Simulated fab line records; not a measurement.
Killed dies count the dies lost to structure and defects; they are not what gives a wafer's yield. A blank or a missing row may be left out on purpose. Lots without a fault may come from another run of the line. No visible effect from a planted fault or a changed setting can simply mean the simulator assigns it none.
fab line records -- flow n5Finfet
record: lots: 7, wafers: 21
route steps=1938 shown BEOL_M2@870 BEOL_M3@980 BEOL_M5@1112
startH: hours from the record's opening day to when the first of the lot's shown wafers began -- waitH: hours elapsed since this lot's preceding step -- " as in the row above -- L1.1+2: several wafers, shown together as one row -- - no value, or no start was given -- * or withheld: withheld -- < > ~ a bound
route shown NAME@n: names a module that has steps shown in the file, with the first one's number in the route -- usual: average and standard deviation across the fault-free wafers -- same: alike in all rows -- chamber/n: place in a boat -- sites: the reading at each site -- _std_site: the values' standard deviation -- _edge_site: outer sites' mean less inner sites' -- radiusMm: how far each site lies from the wafer's centre -- mask NAME#n: copy n -- behind: the most recent tool/chamber to have shaped the wafer -- hold: reason for holding the lot/hours on hold/outcome of the hold -- device: which transistor (n, p or np) failed to switch -- end of line: the route-end tests of the same wafers -- where a step has no rows: the recipe by itself -- killed: dies lost to structure and defects at the first sort, not the wafer's yield -- map: the dies of a wafer, with x for killed, . for not killed, _ for no die there
set.NAME: the run value of the setting; set.NAME@STEP: its run value at that earlier step -- model.NAME: the simulator's own value behind a step, which no gauge read
lots where settings were altered on purpose, with a table for each step and a row for each wafer
== steps ==
step: N5_BEOL_M2_COAT_22
recipe: resist: CAR-EUV, spinRpm: 1500, resistThkNm: 30
lot.wafer,tool,chamber,startH,waitH,set.spinRpm,model.CAR-EUV_of_BEOL_M2_COAT_22.thkNm
L075.1,lithoTrack-03,0,-,-,1572,29.2
L075.4,lithoTrack-03,0,-,-,1500,29.8
L075.5,lithoTrack-03,0,-,-,1500,30
L080.3+4+6,lithoTrack-05,0,-,-,1500,30.2
L085.4,lithoTrack-03,0,-,-,1627,28.8
L085.5+6,lithoTrack-03,0,-,-,1500,30
L083.3+5+6,lithoTrack-05,0,-,-,1500,30
L084.1+2+5,lithoTrack-02,0,-,-,1500,30
L090.2,lithoTrack-03,0,-,-,1500,30
L090.3+6,lithoTrack-03,0,-,-,1342,31.8
L092.1+4,lithoTrack-05,0,-,-,1500,30
L092.2,lithoTrack-05,0,-,-,1638,28.8
step: N5_BEOL_M2_EBR_24
recipe: solvent: PGMEA, ebrWidthMm: 1.5
step: N5_BEOL_M2_SOFTBAKE_23
recipe: tempC: 110, timeS: 60, resist: CAR-EUV
step: N5_BEOL_M2_DESCUM_33
recipe: chemistry: O2, timeS: 7, sourcePowerW: 50, biasPowerW: 20, pressureMtorr: 20, rfFrequencyHz: 2.712e+07, tempC: 40, resist: CAR-EUV, o2FlowSccm: 225
step: N5_BEOL_M2_ETCH_77
recipe: chemistry: N2/H2, target: underlayer, targetDepthA: 65, maskMaterial: CAR-EUV, timeS: 5.2, ionEnergyEv: 200, pressureMtorr: 30, sourceW: 840, biasW: 150, n2FlowSccm: 200, h2FlowSccm: 200, ends: cleared
lot.wafer,tool,chamber,startH,waitH,set.spinRpm@BEOL_M2_COAT_22,model.CAR-EUV_of_BEOL_M2_COAT_22.thkNm
L075.1,rieDiel-06,3,140.52,0.0,1572,19.6
L075.4+5,rieDiel-06,"2,0",140.52,0.0,1500,20.2
L080.3+4+6,rieDiel-03,"2,0,3",194.19,0.0,1500,20.4
L085.4,rieDiel-03,3,199.70,0.0,1627,19.2
L085.5+6,rieDiel-03,"3,2",199.70,0.0,1500,20.4
L083.3+5+6,rieDiel-03,"2,0,1",200.45,0.0,1500,20.4
L084.1,rieDiel-02,2,208.07,0.0,1500,20.2
L084.2+5,rieDiel-02,"0,3",208.07,0.0,1500,20.4
L090.2,rieDiel-02,3,239.36,0.0,1500,20.4
L090.3,rieDiel-02,0,239.36,0.0,1342,22.2
L090.6,rieDiel-02,0,239.36,0.0,1342,22
L092.1+4,rieDiel-06,"0,1",242.95,0.0,1500,20.4
L092.2,rieDiel-06,2,242.95,0.0,1638,19.2
step: N5_BEOL_M2_TRENCH_ETCH_37
recipe: chemistry: C4F6/O2, targetDepthA: 555.55, target: SiOC, timeS: 29.2, ionEnergyEv: 250, pressureMtorr: 30, sourceW: 355, biasW: 185, Ar_flow_sccm: 300, C4F6_flow_sccm: 10, O2_flow_sccm: 10
usual: rfVppV: 666/14
lot.wafer,tool,chamber,startH,waitH,set.sourceW,rfVppV
L075.1,rieDiel-02,0,-,-,355,662
L075.4,rieDiel-02,2,-,-,355,637
L075.5,rieDiel-02,0,-,-,355,661
L080.3,rieDiel-02,0,-,-,355,661
L080.4,rieDiel-02,1,-,-,315,706
L080.6,rieDiel-02,3,-,-,355,659
L085.4,rieDiel-06,3,-,-,393.3,634
L085.5,rieDiel-06,2,-,-,355,664
L085.6,rieDiel-06,1,-,-,355,688
L083.3,rieDiel-06,0,-,-,387.6,626
L083.5,rieDiel-06,2,-,-,355,666
L083.6,rieDiel-06,3,-,-,387.6,637
L084.1,rieDiel-03,3,-,-,355,659
L084.2,rieDiel-03,2,-,-,355,660
L084.5,rieDiel-03,0,-,-,355,677
L090.2,rieDiel-03,1,-,-,394.3,652
L090.3,rieDiel-03,0,-,-,355,677
L090.6,rieDiel-03,2,-,-,355,660
L092.1,rieDiel-03,2,-,-,355,658
L092.2,rieDiel-03,1,-,-,355,688
L092.4,rieDiel-03,3,-,-,403.1,616
step: N5_BEOL_M3_TRENCH_ETCH_37
recipe: chemistry: C4F6/O2, targetDepthA: 555.55, target: SiOC, timeS: 29.2, ionEnergyEv: 250, pressureMtorr: 30, sourceW: 355, biasW: 185, Ar_flow_sccm: 300, C4F6_flow_sccm: 10, O2_flow_sccm: 10
usual: rfVppV: 664/14
lot.wafer,tool,chamber,startH,waitH,set.biasW,rfVppV
L075.1,rieDiel-04,1,-,-,154.8,596
L075.4,rieDiel-04,3,-,-,154.8,581
L075.5,rieDiel-04,3,-,-,185,670
L080.3,rieDiel-04,1,-,-,185,688
L080.4,rieDiel-04,0,-,-,161.7,579
L080.6,rieDiel-04,2,-,-,161.7,603
L085.4,rieDiel-05,3,-,-,185,661
L085.5,rieDiel-05,0,-,-,173.3,624
L085.6,rieDiel-05,3,-,-,185,659
L083.3,rieDiel-04,3,-,-,185,670
L083.5,rieDiel-04,1,-,-,167.6,634
L083.6,rieDiel-04,3,-,-,167.6,620
L084.1,rieDiel-04,2,-,-,185,670
L084.2,rieDiel-04,3,-,-,185,670
L084.5,rieDiel-04,2,-,-,185,670
L090.2,rieDiel-04,0,-,-,185,644
L090.3,rieDiel-04,3,-,-,185,668
L090.6,rieDiel-04,2,-,-,201.3,717
L092.1,rieDiel-05,3,-,-,185,661
L092.2,rieDiel-05,1,-,-,185,655
L092.4,rieDiel-05,0,-,-,185,658
step: N5_BEOL_M5_ILD_DEP_00
recipe: material: SiCOH_lowk, targetThkA: 1406.4, tempC: 300, precursor: DEMS/porogen, pressureTorr: 5, rfW: 500, timeS: 25.9
lot.wafer,tool,chamber,startH,waitH,set.timeS,model.SiCOH_lowk_of_BEOL_M5_ILD_DEP_00.thkNm
L075.1,pecvd-01,1,186.23,0.8,25.9,137.4
L075.4+5,pecvd-01,"2,1",186.23,0.8,25.9,141.8
L080.3,pecvd-03,0,221.90,0.5,25.9,141.2
L080.4,pecvd-03,0,221.90,0.5,27.66,153
L080.6,pecvd-03,1,221.90,0.5,25.9,143
L085.4+5,pecvd-03,"0,1",238.93,0.4,25.9,142
L085.6,pecvd-03,2,238.93,0.4,23.9,129.6
L083.3,pecvd-01,2,241.93,0.5,25.9,132.6
L083.5,pecvd-01,1,241.93,0.5,27.99,148.6
L083.6,pecvd-01,0,241.93,0.5,27.99,146.4
L084.1,pecvd-03,2,245.63,0.8,25.9,137.4
L084.2,pecvd-03,0,245.63,0.8,25.9,140.6
L084.5,pecvd-03,0,245.63,0.8,25.9,139.4
L090.2,pecvd-02,2,280.48,0.7,29.54,161.6
L090.3,pecvd-02,1,280.48,0.7,25.9,141.4
L090.6,pecvd-02,0,280.48,0.7,25.9,142.8
L092.1,pecvd-02,2,284.91,0.8,23.61,127.2
L092.2,pecvd-02,1,284.91,0.8,25.9,140.2
L092.4,pecvd-02,1,284.91,0.8,23.61,131.2
step: N5_BEOL_M5_CURE_79
recipe: tempC: 385, timeS: 240, ambient: He/Ar, material: SiCOH_lowk
lot.wafer,tool,chamber,startH,waitH,set.timeS@BEOL_M5_ILD_DEP_00,model.SiCOH_lowk_of_BEOL_M5_ILD_DEP_00.thkNm
L075.1,uvCure-01,1,186.29,0.0,25.9,118.2
L075.4+5,uvCure-01,1,186.29,0.0,25.9,122
L080.3,uvCure-03,2,222.28,0.4,25.9,121.6
L080.4,uvCure-03,2,222.28,0.4,27.66,131.8
L080.6,uvCure-03,2,222.28,0.4,25.9,123
L085.4+5,uvCure-01,2,239.21,0.3,25.9,122.2
L085.6,uvCure-01,2,239.21,0.3,23.9,111.4
L083.3,uvCure-02,1,242.15,0.2,25.9,114
L083.5,uvCure-02,1,242.15,0.2,27.99,128
L083.6,uvCure-02,1,242.15,0.2,27.99,126
L084.1,uvCure-02,1,245.69,0.0,25.9,118.2
L084.2,uvCure-02,1,245.69,0.0,25.9,121
L084.5,uvCure-02,1,245.69,0.0,25.9,119.8
L090.2,uvCure-01,2,280.70,0.2,29.54,139.2
L090.3,uvCure-01,2,280.70,0.2,25.9,121.8
L090.6,uvCure-01,2,280.70,0.2,25.9,122.8
L092.1,uvCure-03,2,285.25,0.3,23.61,109.4
L092.2,uvCure-03,2,285.25,0.3,25.9,120.6
L092.4,uvCure-03,2,285.25,0.3,23.61,112.8
step: N5_BEOL_M5_THK_MEAS_01
recipe: reads: SiCOH_lowk_of_BEOL_M5_ILD_DEP_00
usual: M5_ILD_THK: 120.6/1.8
lot.wafer,tool,chamber,startH,waitH,set.timeS@BEOL_M5_ILD_DEP_00,M5_ILD_THK[nm]
L075.1,filmMetro-02,-,186.80,0.4,25.9,118.2
L075.4,filmMetro-02,-,186.80,0.4,25.9,122.1
L075.5,filmMetro-02,-,186.80,0.4,25.9,121.9
L080.3,filmMetro-01,-,222.95,0.5,25.9,121.5
L080.4,filmMetro-01,-,222.95,0.5,27.66,131.6
L080.6,filmMetro-01,-,222.95,0.5,25.9,123.0
L085.4,filmMetro-02,-,239.49,0.2,25.9,122.3
L085.5,filmMetro-02,-,239.49,0.2,25.9,122.2
L085.6,filmMetro-02,-,239.49,0.2,23.9,111.4
L083.3,filmMetro-01,-,242.51,0.3,25.9,114.1
L083.5,filmMetro-01,-,242.51,0.3,27.99,127.9
L083.6,filmMetro-01,-,242.51,0.3,27.99,126.0
L084.1,filmMetro-02,-,246.20,0.4,25.9,118.1
L084.2,filmMetro-02,-,246.20,0.4,25.9,121.1
L084.5,filmMetro-02,-,246.20,0.4,25.9,119.9
L090.2,filmMetro-01,-,281.53,0.7,29.54,139.1
L090.3,filmMetro-01,-,281.53,0.7,25.9,121.7
L090.6,filmMetro-01,-,281.53,0.7,25.9,122.9
L092.1,filmMetro-01,-,285.77,0.4,23.61,109.4
L092.2,filmMetro-01,-,285.77,0.4,25.9,120.5
L092.4,filmMetro-01,-,285.77,0.4,23.61,112.9
step: N5_BEOL_M5_PECVD_70
recipe: material: SiO2, targetThkA: 160, tempC: 400, precursor: TEOS/O2, pressureTorr: 5.5, rfW: 450, teosFlowSccm: 53.8, gas: O2, flowSccm: 3000, timeS: 18
lot.wafer,tool,chamber,startH,waitH,set.tempC,model.SiO2_of_BEOL_M5_PECVD_70.thkNm
L075.1,pecvd-01,2,186.84,0.0,409.4,15
L075.4,pecvd-01,2,186.84,0.0,400,16.6
L075.5,pecvd-01,0,186.84,0.0,400,16.2
L080.3,pecvd-02,1,222.99,0.0,400,16
L080.4+6,pecvd-02,"2,1",222.99,0.0,400,16.4
L085.4+5,pecvd-03,"1,2",239.54,0.1,400,16
L085.6,pecvd-03,0,239.54,0.1,391.3,17
L083.3,pecvd-02,1,242.54,0.0,400,16
L083.5,pecvd-02,0,242.54,0.0,400,16.4
L083.6,pecvd-02,2,242.54,0.0,405.8,15.4
L084.1+5,pecvd-03,"2,0",246.24,0.0,400,16.2
L084.2,pecvd-03,0,246.24,0.0,400,16
L090.2+6,pecvd-02,1,281.57,0.0,400,16.4
L090.3,pecvd-02,2,281.57,0.0,412.3,14.6
L092.1,pecvd-02,2,285.80,0.0,400,15.8
L092.2,pecvd-02,1,285.80,0.0,400,16.2
L092.4,pecvd-02,0,285.80,0.0,400,16.4
step: N5_BEOL_M5_COAT_71
recipe: resist: underlayer, tempC: 205, timeS: 60, spinRpm: 1500, resistThkNm: 5
lot.wafer,tool,chamber,startH,waitH,set.spinRpm
L075.1+4,lithoTrack-05,0,-,-,1500
L075.5,lithoTrack-05,0,-,-,1334
L080.3+4+6,lithoTrack-05,0,-,-,1500
L085.4+5+6,lithoTrack-01,0,-,-,1500
L083.3,lithoTrack-01,0,-,-,1500
L083.5+6,lithoTrack-01,0,-,-,1615
L084.1+2+5,lithoTrack-01,0,-,-,1500
L090.2,lithoTrack-03,0,-,-,1349
L090.3+6,lithoTrack-03,0,-,-,1500
L092.1+2+4,lithoTrack-05,0,-,-,1500
== key ==
split: step: N5_BEOL_M2_COAT_22, setting: spinRpm, stated: 1500, by: wafer
response: step: N5_BEOL_M2_COAT_22, reading: model.CAR-EUV_of_BEOL_M2_COAT_22.thkNm, change: -0.15, per: 1%, r: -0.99
response: step: N5_BEOL_M2_ETCH_77, reading: model.CAR-EUV_of_BEOL_M2_COAT_22.thkNm, change: -0.145, per: 1%, r: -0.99
split: step: N5_BEOL_M2_TRENCH_ETCH_37, setting: sourceW, stated: 355, by: wafer
response: step: N5_BEOL_M2_TRENCH_ETCH_37, reading: rfVppV, change: -3.54, per: 1%, r: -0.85
split: step: N5_BEOL_M3_TRENCH_ETCH_37, setting: biasW, stated: 185, by: wafer
response: step: N5_BEOL_M3_TRENCH_ETCH_37, reading: rfVppV, change: +5.87, per: 1%, r: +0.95
split: step: N5_BEOL_M5_ILD_DEP_00, setting: timeS, stated: 25.9, by: wafer
response: step: N5_BEOL_M5_ILD_DEP_00, reading: model.SiCOH_lowk_of_BEOL_M5_ILD_DEP_00.thkNm, change: +1.48, per: 1%, r: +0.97
response: step: N5_BEOL_M5_CURE_79, reading: model.SiCOH_lowk_of_BEOL_M5_ILD_DEP_00.thkNm, change: +1.29, per: 1%, r: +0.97
response: step: N5_BEOL_M5_THK_MEAS_01, reading: M5_ILD_THK, change: +1.28, per: 1%, r: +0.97
split: step: N5_BEOL_M5_PECVD_70, setting: tempC, stated: 400, by: wafer
response: step: N5_BEOL_M5_PECVD_70, reading: model.SiO2_of_BEOL_M5_PECVD_70.thkNm, change: -0.558, per: 1%, r: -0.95
split: step: N5_BEOL_M5_COAT_71, setting: spinRpm, stated: 1500, by: wafer
response none in this file
